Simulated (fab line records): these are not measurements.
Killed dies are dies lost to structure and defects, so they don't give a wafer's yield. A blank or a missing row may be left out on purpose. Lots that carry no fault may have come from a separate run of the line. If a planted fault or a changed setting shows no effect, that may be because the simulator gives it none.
Matching of chambers ; flow n5 finfet ; N5_BEOL_M10_CURE_71 on uv cure-03 has 3 sister chambers
The step cures SiCOH lowk, time 240 s. 3 wafers are shown with their chamber, then 9 later ones without.

## WAFERS WITH THEIR CHAMBER
wafer;chamber;wafer_temp_C_max
L083.5;1;386.9
L084.6;0;386.1
L092.4;2;386.8

## WAFERS WITHOUT THEIR CHAMBER
wafer;wafer_temp_C_max
L095.2;388.7
L095.5;387.4
L095.6;388.5
L096.4;387.2
L096.5;387.5
L096.6;386.9
L097.2;386.0
L097.4;385.8
L097.6;385.9

## EACH ONE'S CHAMBER
wafer;from the rows above;in truth
L095.2;can't be placed: 1 or 2 or 0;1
L095.5;can't be placed: 1 or 2 or 0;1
L095.6;can't be placed: 1 or 2 or 0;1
L096.4;can't be placed: 1 or 2 or 0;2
L096.5;can't be placed: 1 or 2 or 0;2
L096.6;can't be placed: 1 or 2 or 0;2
L097.2;can't be placed: 0 or 2 or 1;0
L097.4;can't be placed: 0 or 2 or 1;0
L097.6;can't be placed: 0 or 2 or 1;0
Placed correctly: 0 of 9. Not placeable from these rows: 9 (in 9, the candidates include the true chamber). 0 placed wrongly.
How it was worked out, from the rows above alone: a wafer's distance from a chamber is the root of the sum, over the readings, of the square of ((its reading less the chamber's mean) divided by the reading's scatter). The wafer belongs to the nearest chamber; if the next one is less than 2 further off, it can't be placed. A chamber's mean is the mean of its shown wafers. The scatter: with one shown wafer a chamber, the root of the mean of the squares of how far each hidden wafer lies from its nearest shown one.
